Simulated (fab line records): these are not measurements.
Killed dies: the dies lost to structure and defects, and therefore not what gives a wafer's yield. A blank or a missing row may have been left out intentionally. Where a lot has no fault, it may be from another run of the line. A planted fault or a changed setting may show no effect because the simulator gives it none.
Split-lot experiment || flow n5_finfet || route with 1938 steps; 7 lots, 21 wafers read

THE SPLIT
At N5_BEOL_M2_DESCUM_33 (chemistry O2, time 7 s), the setting time_s was moved away from the recipe's 7 s on 8 of the 21 wafers read, by -19.4% to +17.2%. This setting was run at the recipe's value on the other wafers.

FROM THE SPLIT TO THE READING: what the file shows between them, 3 steps
- N5_BEOL_M2_ETCH_77: etches underlayer in N2/H2, target depth 6.5 nm, time 5.2 s
- N5_BEOL_M2_ETCH_69: etches SiARC in CF4, target depth 15.6 nm, time 26 s
- N5_BEOL_M2_ALD_98: deposits SiO2, target thk 2.5 nm, pulse time 1 s, co reactant pulse time 1 s

THE READING
CAR-EUV_of_BEOL_M2_COAT_22.thk_nm (the simulator's own value, which no gauge read), in nm, at N5_BEOL_M2_ETCHBACK_99 (etches SiO2 in CHF3, target depth 5 nm, time 10.4 s). The file does not state a usual value for it. Average 10.4 nm, standard deviation 0.11 nm, over the 13 wafers here run with the recipe.

{"wafer": "L083.3", "tool, chamber at the split": "rie_diel-02, 3,0", "time_s as run, s": 7.6, "against the recipe": "+8.6%", "CAR-EUV_of_BEOL_M2_COAT_22.thk_nm, nm": 10, "against lot-mates on the recipe": -0.4}
{"wafer": "L083.6", "tool, chamber at the split": "rie_diel-02, 3,0", "time_s as run, s": 7.6, "against the recipe": "+8.6%", "CAR-EUV_of_BEOL_M2_COAT_22.thk_nm, nm": 10, "against lot-mates on the recipe": -0.4}
{"wafer": "L083.4", "tool, chamber at the split": "rie_diel-02, 1", "time_s as run, s": 7, "against the recipe": "recipe", "CAR-EUV_of_BEOL_M2_COAT_22.thk_nm, nm": 10.4, "against lot-mates on the recipe": "-"}
{"wafer": "L090.1", "tool, chamber at the split": "rie_diel-05, 3,2", "time_s as run, s": 7, "against the recipe": "recipe", "CAR-EUV_of_BEOL_M2_COAT_22.thk_nm, nm": 10.6, "against lot-mates on the recipe": "-"}
{"wafer": "L090.2", "tool, chamber at the split": "rie_diel-05, 2", "time_s as run, s": 7, "against the recipe": "recipe", "CAR-EUV_of_BEOL_M2_COAT_22.thk_nm, nm": 10.4, "against lot-mates on the recipe": "-"}
{"wafer": "L090.6", "tool, chamber at the split": "rie_diel-05, 3,2", "time_s as run, s": 7, "against the recipe": "recipe", "CAR-EUV_of_BEOL_M2_COAT_22.thk_nm, nm": 10.4, "against lot-mates on the recipe": "-"}
{"wafer": "L089.2", "tool, chamber at the split": "rie_diel-02, 2", "time_s as run, s": 7, "against the recipe": "recipe", "CAR-EUV_of_BEOL_M2_COAT_22.thk_nm, nm": 10.4, "against lot-mates on the recipe": "-"}
{"wafer": "L089.5", "tool, chamber at the split": "rie_diel-02, 2", "time_s as run, s": 7, "against the recipe": "recipe", "CAR-EUV_of_BEOL_M2_COAT_22.thk_nm, nm": 10.4, "against lot-mates on the recipe": "-"}
{"wafer": "L089.6", "tool, chamber at the split": "rie_diel-02, 1", "time_s as run, s": 6.539, "against the recipe": "-6.6%", "CAR-EUV_of_BEOL_M2_COAT_22.thk_nm, nm": 10.6, "against lot-mates on the recipe": "+0.2"}
{"wafer": "L091.2", "tool, chamber at the split": "rie_diel-02, 0,3,3", "time_s as run, s": 7, "against the recipe": "recipe", "CAR-EUV_of_BEOL_M2_COAT_22.thk_nm, nm": 10.4, "against lot-mates on the recipe": "-"}
{"wafer": "L091.5", "tool, chamber at the split": "rie_diel-02, 0,3,3", "time_s as run, s": 7, "against the recipe": "recipe", "CAR-EUV_of_BEOL_M2_COAT_22.thk_nm, nm": 10.4, "against lot-mates on the recipe": "-"}
{"wafer": "L091.4", "tool, chamber at the split": "rie_diel-02, 0,3,3", "time_s as run, s": 7, "against the recipe": "recipe", "CAR-EUV_of_BEOL_M2_COAT_22.thk_nm, nm": 10.2, "against lot-mates on the recipe": "-"}
{"wafer": "L092.1", "tool, chamber at the split": "rie_diel-05, 2,1", "time_s as run, s": 8.201, "against the recipe": "+17.2%", "CAR-EUV_of_BEOL_M2_COAT_22.thk_nm, nm": 9.8, "against lot-mates on the recipe": -0.6}
{"wafer": "L092.3", "tool, chamber at the split": "rie_diel-05, 2,1", "time_s as run, s": 8.201, "against the recipe": "+17.2%", "CAR-EUV_of_BEOL_M2_COAT_22.thk_nm, nm": 9.8, "against lot-mates on the recipe": -0.6}
{"wafer": "L092.5", "tool, chamber at the split": "rie_diel-05, 0", "time_s as run, s": 7, "against the recipe": "recipe", "CAR-EUV_of_BEOL_M2_COAT_22.thk_nm, nm": 10.4, "against lot-mates on the recipe": "-"}
{"wafer": "L094.2", "tool, chamber at the split": "rie_diel-05, 3", "time_s as run, s": 7, "against the recipe": "recipe", "CAR-EUV_of_BEOL_M2_COAT_22.thk_nm, nm": 10.6, "against lot-mates on the recipe": "-"}
{"wafer": "L094.6", "tool, chamber at the split": "rie_diel-05, 3", "time_s as run, s": 7, "against the recipe": "recipe", "CAR-EUV_of_BEOL_M2_COAT_22.thk_nm, nm": 10.6, "against lot-mates on the recipe": "-"}
{"wafer": "L094.4", "tool, chamber at the split": "rie_diel-05, 2", "time_s as run, s": 6.206, "against the recipe": "-11.3%", "CAR-EUV_of_BEOL_M2_COAT_22.thk_nm, nm": 11, "against lot-mates on the recipe": "+0.4"}
{"wafer": "L097.1", "tool, chamber at the split": "rie_diel-02, 3,2", "time_s as run, s": 5.643, "against the recipe": "-19.4%", "CAR-EUV_of_BEOL_M2_COAT_22.thk_nm, nm": 11.2, "against lot-mates on the recipe": "+0.8"}
{"wafer": "L097.2", "tool, chamber at the split": "rie_diel-02, 3,2", "time_s as run, s": 5.643, "against the recipe": "-19.4%", "CAR-EUV_of_BEOL_M2_COAT_22.thk_nm, nm": 11, "against lot-mates on the recipe": "+0.6"}
{"wafer": "L097.4", "tool, chamber at the split": "rie_diel-02, 1", "time_s as run, s": 7, "against the recipe": "recipe", "CAR-EUV_of_BEOL_M2_COAT_22.thk_nm, nm": 10.4, "against lot-mates on the recipe": "-"}
If several chambers appear in one row, that row covers several wafers at once and the file leaves open which wafer was in which chamber.

FIT RESULTS
A straight line over all 21 wafers: CAR-EUV_of_BEOL_M2_COAT_22.thk_nm changes by -0.0377 nm for each +1% of time_s; r = -0.96; the points scatter about the line by 0.11 nm.
The same after taking each lot's own level away (the mean of its wafers on the recipe; 21 wafers): -0.0365 nm for each +1%; r = -0.98; scatter 0.069 nm.
According to that fit, moving time_s by its largest amount changes the reading by 0.71 nm.
The lots' own levels span 10.33 to 10.60 nm, that is 2.5 times the standard deviation above.
The two slopes agree, so the slope changes little with the lot-to-lot level.
Check: +0.66 nm against its lot-mates is what the line predicts for one of the wafers moved furthest among these (-19.4%) when that wafer is left out of the fit. It came out at +0.8 nm against them.

FURTHER SPLITS ON THESE WAFERS
Note: prior to the reading, these wafers also went through further splits. Each is held against what the fit with the lots' levels taken away leaves over:
{"other split on the same wafers": "N5_MOL_CONTACT_COAG_COAT_76 spin_rpm", "wafers away from the commonest value": 8, "r with CAR-EUV_of_BEOL_M2_COAT_22.thk_nm (lot level and that fit taken away)": -0.11}
{"other split on the same wafers": "N5_BEOL_M0_SAQP_PECVD_96 time_s", "wafers away from the commonest value": 5, "r with CAR-EUV_of_BEOL_M2_COAT_22.thk_nm (lot level and that fit taken away)": -0.25}
{"other split on the same wafers": "N5_BEOL_M0_SAQP_ETCH_88 source_w", "wafers away from the commonest value": 5, "r with CAR-EUV_of_BEOL_M2_COAT_22.thk_nm (lot level and that fit taken away)": -0.08}
{"other split on the same wafers": "N5_BEOL_M0_CUTY_COAT_51 spin_rpm", "wafers away from the commonest value": 7, "r with CAR-EUV_of_BEOL_M2_COAT_22.thk_nm (lot level and that fit taken away)": "+0.10"}
{"other split on the same wafers": "N5_BEOL_M1_ETCH_64 source_w", "wafers away from the commonest value": 9, "r with CAR-EUV_of_BEOL_M2_COAT_22.thk_nm (lot level and that fit taken away)": "+0.18"}

THE WHOLE CHAIN: every reading that the file lists as answering this split, in the file's order
{"step": "N5_BEOL_M2_DESCUM_33", "what it does": "chemistry O2, time 7 s", "reading": "CAR-EUV_of_BEOL_M2_COAT_22.thk_nm (the simulator's own value, which no gauge read)", "change (the file's fit)": "-0.0383 nm for each +1% of the setting", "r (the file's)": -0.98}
{"step": "N5_BEOL_M2_ETCH_77", "what it does": "etches underlayer in N2/H2, target depth 6.5 nm, time 5.2 s", "reading": "CAR-EUV_of_BEOL_M2_COAT_22.thk_nm (the simulator's own value, which no gauge read)", "change (the file's fit)": "-0.0334 nm for each +1% of the setting", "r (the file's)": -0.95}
{"step": "N5_BEOL_M2_ETCH_69", "what it does": "etches SiARC in CF4, target depth 15.6 nm, time 26 s", "reading": "CAR-EUV_of_BEOL_M2_COAT_22.thk_nm (the simulator's own value, which no gauge read)", "change (the file's fit)": "-0.0277 nm for each +1% of the setting", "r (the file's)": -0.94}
{"step": "N5_BEOL_M2_ETCHBACK_99", "what it does": "etches SiO2 in CHF3, target depth 5 nm, time 10.4 s", "reading": "CAR-EUV_of_BEOL_M2_COAT_22.thk_nm (the simulator's own value, which no gauge read)", "change (the file's fit)": "-0.0362 nm for each +1% of the setting", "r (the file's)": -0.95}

FILE'S OWN FIT
CAR-EUV_of_BEOL_M2_COAT_22.thk_nm changes by -0.0362 nm for each +1% of time_s, r = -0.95.
